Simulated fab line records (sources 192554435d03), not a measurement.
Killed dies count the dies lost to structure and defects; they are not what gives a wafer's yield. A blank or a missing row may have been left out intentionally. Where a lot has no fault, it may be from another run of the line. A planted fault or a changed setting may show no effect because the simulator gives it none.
fab line records	flow n5-finfet
[record] lots = 11	wafers = 30	last-day = 17
route steps=1938 shown SDB@375 DUMMY_REMOVAL@381 HKMG_FIN@389 BEOL_M4@1111 PASSIVATION@1936
lots with no fault: from the same line, run without faults
start-h: hours from the record's opening day to when the first of the lot's shown wafers began	wait-h: hours since the lot's step before	" the same as in the row above	L1.1+2: a row that stands for several wafers	- either no value or no given start	* or withheld: withheld	< > ~ a bound
route shown NAME@n: NAME is a module with steps in the file, n the number in the route of the first one	usual: the fault-free wafers' mean and standard deviation	same: alike in all rows	chamber/n: place in a boat	sites: the reading at each site	_std_site: standard deviation of those values	_edge_site: outer sites' mean less inner sites'	radius-mm: how far each site lies from the wafer's centre	mask NAME#n: copy n	behind: tool/chamber where the wafer was last shaped	hold: what put the lot on hold/how long, in hours/how the hold closed	device: the transistor (n, p or np) that didn't switch	end of line: tests run on the same wafers once the route is complete	a step without rows: its recipe alone	killed: not the wafer's yield, but the dies lost to structure and defects at the first sort	map: a wafer's dies, marking killed ones x, the rest . and places with no die _
set.NAME: the run value of the setting; set.NAME@STEP: its run value at that earlier step	model.NAME: the simulator's own value behind a step, which no gauge read
a sample of lots followed through the steps of the route, with each step as a table and each wafer as a row
services: when a tool's chamber went out of use (start-h, in hours from the record's first day, below 0 if earlier), for how many hours, and the reason
[[steps]]
[step N5_SDB_THK_MEAS_31]
[recipe] reads = a-Si_of_DUMMY_GATE_CVD_03
[usual] SDB_THK = 63.8/1.1
lot.wafer	tool	chamber	start-h	wait-h	SDB_THK[nm]
L563.1	film-metro-02	-	78.94	-	64.2
L563.4	"	-	"	"	64.5
L563.6	"	-	"	"	64.9
L568.3	film-metro-01	-	106.29	-	64.0
L568.6	"	-	"	"	62.9
L570.1	film-metro-01	-	118.60	-	65.3
L570.5	"	-	"	"	63.7
L573.3	film-metro-02	-	140.60	-	65.4
L573.4	"	-	"	"	63.4
L573.5	"	-	"	"	65.1
L574.1	film-metro-02	-	144.25	-	64.6
L574.5	"	-	"	"	64.0
L575.2	film-metro-02	-	154.34	-	62.2
L575.4	"	-	"	"	62.8
L575.5	"	-	"	"	62.1
L579.3	film-metro-01	-	172.53	-	62.8
L579.4	"	-	"	"	61.7
L579.5	"	-	"	"	63.0
L582.1	film-metro-02	-	194.89	-	64.6
L582.4	"	-	"	"	64.5
L582.5	"	-	"	"	64.8
L583.1	film-metro-02	-	197.03	-	63.9
L583.4	"	-	"	"	64.8
L583.6	"	-	"	"	64.2
L584.3	film-metro-02	-	206.46	-	64.7
L584.5	"	-	"	"	64.0
L584.6	"	-	"	"	64.2
L585.1	film-metro-02	-	210.93	-	64.6
L585.2	"	-	"	"	62.9
L585.5	"	-	"	"	62.5
[step N5_DUMMY_REMOVAL_INSPECT_06]
[recipe] inspect-instrument = brightfield	mode = aei
[usual] raw-defect-count = 12/5.5
lot.wafer	tool	chamber	start-h	wait-h	raw-defect-count
L563.1	defect-inspect-01	-	79.21	0.0	8
L563.4	"	-	"	"	11
L563.6	"	-	"	"	4
L568.3	defect-inspect-01	-	106.76	0.0	13
L568.6	"	-	"	"	8
L570.1	defect-inspect-01	-	118.91	0.0	24
L570.5	"	-	"	"	11
L573.3	defect-inspect-02	-	140.85	0.0	23
L573.4	"	-	"	"	15
L573.5	"	-	"	"	23
L574.1	defect-inspect-02	-	144.55	0.0	6
L574.5	"	-	"	"	9
L575.2	defect-inspect-01	-	154.86	0.0	21
L575.4	"	-	"	"	18
L575.5	"	-	"	"	16
L579.3	defect-inspect-02	-	172.83	0.0	9
L579.4	"	-	"	"	9
L579.5	"	-	"	"	28
L582.1	defect-inspect-01	-	195.23	0.0	19
L582.4	"	-	"	"	17
L582.5	"	-	"	"	14
L583.1	defect-inspect-01	-	197.29	0.0	7
L583.4	"	-	"	"	14
L583.6	"	-	"	"	5
L584.3	defect-inspect-02	-	206.72	0.0	2
L584.5	"	-	"	"	7
L584.6	"	-	"	"	7
L585.1	defect-inspect-02	-	211.19	0.0	17
L585.2	"	-	"	"	19
L585.5	"	-	"	"	18
[step N5_HKMG_FIN_ALD_75]
[recipe] material = Al2O3	target-thk-a = 10	temp-c = 150	ald-precursor-family = TMA	ald-co-reactant = H2O	pulse-time-s = withheld	co-reactant-pulse-time-s = 1
[usual] heater-power-w = 154/11	precursor-pulse-height-rel = 1.000/0.019
lot.wafer	tool	chamber	start-h	wait-h	heater-power-w	precursor-pulse-height-rel
L563.1	ald-hk-03	1	80.05	0.0	158	1.001
L563.4	"	0	"	"	134	1.003
L563.6	"	3	"	"	139	1.009
L568.3	ald-hk-03	3	107.60	0.0	137	1.009
L568.6	"	2	"	"	157	1.002
L570.1	ald-hk-01	1	119.89	0.0	158	1.007
L570.5	"	1	"	"	158	1.005
L573.3	ald-hk-01	0	141.69	0.0	154	1.010
L573.4	"	1	"	"	158	0.995
L573.5	"	2	"	"	161	0.993
L574.1	ald-hk-02	2	145.48	0.0	149	1.020
L574.5	"	0	"	"	157	1.040
L575.2	ald-hk-02	2	155.73	0.0	152	1.018
L575.4	"	0	"	"	157	1.006
L575.5	"	2	"	"	152	1.026
L579.3	ald-hk-01	2	173.66	0.0	160	0.987
L579.4	"	0	"	"	161	0.956
L579.5	"	0	"	"	156	1.045
L582.1	ald-hk-03	3	196.25	0.0	138	1.020
L582.4	"	2	"	"	161	0.951
L582.5	"	0	"	"	138	0.984
L583.1	ald-hk-03	2	198.14	0.0	159	0.986
L583.4	"	3	"	"	141	1.009
L583.6	"	2	"	"	159	0.997
L584.3	ald-hk-01	1	207.55	0.0	155	0.953
L584.5	"	3	"	"	164	0.972
L584.6	"	2	"	"	159	0.990
L585.1	ald-hk-02	1	212.03	0.0	169	0.987
L585.2	"	0	"	"	158	0.994
L585.5	"	1	"	"	171	1.000
[step N5_HKMG_FIN_ALD_79]
[recipe] material = TiN	target-thk-a = 15	temp-c = 400	ald-precursor-family = TiCl4	ald-co-reactant = NH3	pulse-time-s = 1	purge-time-s = 3	co-reactant-purge-time-s = 2	co-reactant-pulse-time-s = 2	ald-cycles = 68	pressure-torr = 3
[usual] ald-cycles = 68/0	heater-power-w = 910/95	precursor-pulse-height-rel = 1.001/0.018
lot.wafer	tool	chamber	start-h	wait-h	ald-cycles	heater-power-w	precursor-pulse-height-rel
L563.1	ald-metal-01	2	81.98	0.0	68	801	1.005
L563.4	"	1	"	"	68	978	1.005
L563.6	"	3	"	"	68	1014	1.018
L568.3	ald-metal-01	2	109.56	0.0	89	807	0.985
L568.6	"	1	"	"	68	944	0.980
L570.1	ald-metal-01	0	122.04	0.0	68	870	1.012
L570.5	"	1	"	"	89	956	1.025
L573.3	ald-metal-04	2	143.49	0.0	68	944	1.025
L573.4	"	3	"	"	68	716	1.022
L573.5	"	0	"	"	68	1053	0.987
L574.1	ald-metal-01	3	147.40	0.0	68	999	1.009
L574.5	"	3	"	"	89	994	1.011
L575.2	ald-metal-04	2	157.53	0.0	68	947	0.999
L575.4	"	1	"	"	68	987	1.032
L575.5	"	1	"	"	68	999	1.031
L579.3	ald-metal-02	3	175.52	0.0	68	897	0.979
L579.4	"	2	"	"	68	944	1.017
L579.5	"	2	"	"	68	922	1.014
L582.1	ald-metal-04	0	198.21	0.0	68	1058	0.995
L582.4	"	3	"	"	68	707	0.969
L582.5	"	0	"	"	68	1091	0.976
L583.1	ald-metal-01	0	200.33	0.0	68	873	1.009
L583.4	"	2	"	"	68	810	1.006
L583.6	"	3	"	"	68	1006	0.989
L584.3	ald-metal-01	3	209.47	0.0	68	964	1.016
L584.5	"	2	"	"	68	793	0.975
L584.6	"	3	"	"	68	1005	0.968
L585.1	ald-metal-01	1	214.05	0.0	68	946	1.017
L585.2	"	3	"	"	68	979	1.000
L585.5	"	3	"	"	68	999	1.034
[step N5_BEOL_M4_RC_MEAS_101]
[usual] DIBL_N = 36.2/1.7	DIBL_P = 36.6/1.9	IOFF_N = 0.16/0.032	IOFF_P = 0.21/0.037	ION_N = 675/12	ION_P = 460/8.1	SS_N = 71.4/0.58	SS_P = 73.4/0.64	VT_N = 249/3.2	VT_P = -252/3.4
lot.wafer	tool	chamber	start-h	wait-h	DIBL_N[mV/V]	DIBL_P[mV/V]	IOFF_N[nA/um]	IOFF_P[nA/um]	ION_N[uA/um]	ION_P[uA/um]	SS_N[mV/dec]	SS_P[mV/dec]	VT_N[mV]	VT_P[mV]
L563.1	prober-02	0	169.36	0.0	36.7	37.2	0.17	0.23	665	465	71.8	73.2	250	-248
L563.4	"	0	"	"	36.4	37.7	0.16	0.23	687	468	72.2	73.8	250	-247
L563.6	"	0	"	"	33.9	34.4	0.13	0.18	668	465	71.1	72.9	252	-250
L568.3	prober-02	0	200.40	0.3	34.5	34.5	0.14	0.19	675	461	71.0	72.3	246	-251
L568.6	"	0	"	"	36.1	37.2	0.18	0.23	681	468	71.5	73.6	246	-248
L570.1	prober-01	0	203.10	0.0	39.4	39.6	0.27	0.30	700	471	72.8	74.4	242	-245
L570.5	"	0	"	"	38.0	38.2	0.23	0.28	698	473	71.8	73.7	242	-249
L574.1	prober-02	0	242.03	0.0	34.1	33.4	0.13	0.16	667	456	70.7	72.5	249	-254
L574.5	"	0	"	"	37.2	37.8	0.19	0.23	677	470	72.0	73.1	246	-250
L573.3	prober-01	0	242.82	0.3	34.7	35.4	0.14	0.20	669	461	70.6	72.9	253	-251
L573.4	"	0	"	"	34.1	35.4	0.14	0.21	676	460	70.5	72.9	250	-247
L573.5	"	0	"	"	33.1	34.1	0.11	0.18	649	456	70.7	73.4	256	-251
L575.2	prober-02	0	245.13	0.2	36.2	37.0	0.16	0.20	672	453	71.1	73.1	247	-253
L575.4	"	0	"	"	33.7	33.3	0.12	0.15	665	450	71.1	72.2	252	-254
L575.5	"	0	"	"	36.9	37.8	0.18	0.22	673	460	71.8	73.6	248	-251
L579.3	prober-02	0	264.09	0.3	37.1	37.9	0.17	0.21	678	463	71.4	73.3	248	-251
L579.4	"	0	"	"	35.6	35.9	0.15	0.17	657	450	71.7	73.1	248	-254
L579.5	"	0	"	"	34.8	34.4	0.13	0.16	667	454	71.3	72.4	251	-255
L582.1	prober-02	0	286.74	0.0	36.8	36.1	0.13	0.19	656	448	71.4	72.4	253	-255
L582.4	"	0	"	"	36.7	35.8	0.15	0.18	683	457	71.7	72.7	252	-256
L582.5	"	0	"	"	37.9	37.3	0.15	0.20	671	461	71.1	73.7	250	-252
L583.1	prober-02	0	290.30	0.0	36.0	35.2	0.16	0.22	677	469	70.8	73.1	249	-249
L583.4	"	0	"	"	37.7	37.2	0.18	0.24	697	471	71.9	73.8	247	-246
L583.6	"	0	"	"	37.8	37.0	0.19	0.25	692	472	71.6	73.7	248	-247
L584.3	prober-01	0	295.63	0.3	38.3	39.7	0.20	0.26	692	470	71.9	74.3	247	-247
L584.5	"	0	"	"	37.1	37.1	0.18	0.22	682	466	71.8	74.0	248	-251
L584.6	"	0	"	"	36.5	36.0	0.17	0.21	682	466	71.2	73.5	248	-250
L585.1	prober-02	0	296.75	0.0	37.0	35.9	0.16	0.21	680	465	71.2	72.9	249	-253
L585.2	"	0	"	"	35.7	34.2	0.13	0.19	666	460	69.8	72.2	254	-250
L585.5	"	0	"	"	37.2	37.3	0.17	0.23	684	469	71.0	73.9	249	-247
[step N5_PASSIVATION_PROBE_49]
[usual] defect-limited-yield = 91.3/1.5	killed_at_M0_to_M3 = 35/10	killed_at_M4_up = 12/4.6	killed-at-contacts = 13/6.6	killed-at-front-end = 39/11	killed-at-other = 4/3.4	killed-dies = 103/17	killed-open = 67/13	killed-short = 35/8.2	sort_bin_5_function = 5.1/0.94	sort_bin_6_memory = 3.2/0.7	sort-n-pass = 1077/17	sort-yield-pct = 91.3/1.5
[same] gross-dies = 1180	killed-at-back-side = 0	sort_bin_4_leakage[%] = 0	sort_bin_8_speed[%] = 0
lot.wafer	tool	chamber	start-h	wait-h	defect-limited-yield[%]	killed_at_M0_to_M3	killed_at_M4_up	killed-at-contacts	killed-at-front-end	killed-at-other	killed-dies	killed-open	killed-short	sort_bin_5_function[%]	sort_bin_6_memory[%]	sort-n-pass	sort-yield-pct[%]
L568.3	prober-01	-	303.25	0.1	89.9	42	11	11	49	6	119	69	50	6.1	3.4	1061	89.9
L574.5	prober-01	-	337.70	0.2	89.9	53	13	2	46	5	119	83	35	5.5	4.2	1061	89.9
// killed by level:class
L568.3 FIN_SAQP:geometric-particle:short=14 FIN_SAQP:geometric-particle:open=9 MOL_CONTACT_COAG:geometric-particle:open=9 BEOL_M0_SAQP:geometric-particle:open=8 STI_FIN_REVEAL:geometric-particle:open=7 BEOL_M0_SAQP:geometric-particle:short=7 BEOL_M3:geometric-particle:open=6 BEOL_M2:geometric-particle:open=5
L574.5 FIN_SAQP:geometric-particle:open=16 BEOL_M0_SAQP:geometric-particle:open=13 BEOL_M0_SAQP:geometric-particle:short=11 BEOL_M3:geometric-particle:open=10 BEOL_M4:geometric-particle:open=7 STI_FIN_REVEAL:geometric-particle:open=6 BEOL_M0:geometric-particle:open=5 FIN_SAQP:geometric-particle:short=4
[[services]]
tool	chamber	start-h	hours	kind
ald-hk-01	-	65.59	2.3	repair
ald-metal-01	3	69.53	5.4	repair
ald-hk-02	-	79.07	0.5	repair
ald-hk-02	-	87.24	2.8	pm
ald-hk-02	-	114.01	14.6	pm
ald-metal-04	-	139.48	1.1	repair
ald-metal-04	-	160.37	0.2	repair
ald-hk-02	-	169.12	8.7	pm
ald-metal-02	-	169.20	0.7	repair
ald-metal-04	1	170.41	27.5	repair
ald-hk-01	-	176.84	2.8	pm
ald-hk-01	-	188.01	8.7	pm
ald-hk-03	-	193.43	0.8	repair
ald-metal-01	1	202.78	8.2	repair
ald-hk-01	-	209.64	0.5	repair
[[key]]
[first-sign] step = N5_HKMG_FIN_ALD_79	reading = ald-cycles	direction = up	sigmas = 99+	usual = *	struck = *
effect none on later readings
met-at N5_HKMG_FIN_ALD_79
struck-lots L568,L570,L574
struck-wafers L568.3,L570.5,L574.5
not-acting-at N5_SDB_THK_MEAS_31,N5_DUMMY_REMOVAL_INSPECT_06,N5_HKMG_FIN_ALD_75
onset-between 81.98 109.56
[fault] kind = process-parameter-drift	tool = ald-metal-01	chamber = -	onset-h = 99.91	steps = N5_HKMG_FIN_ALD_79	channel = ald-cycles	offset = *	shape = step	end-h = 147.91	scope = struck-wafers-only	acts-in = *	stated = *
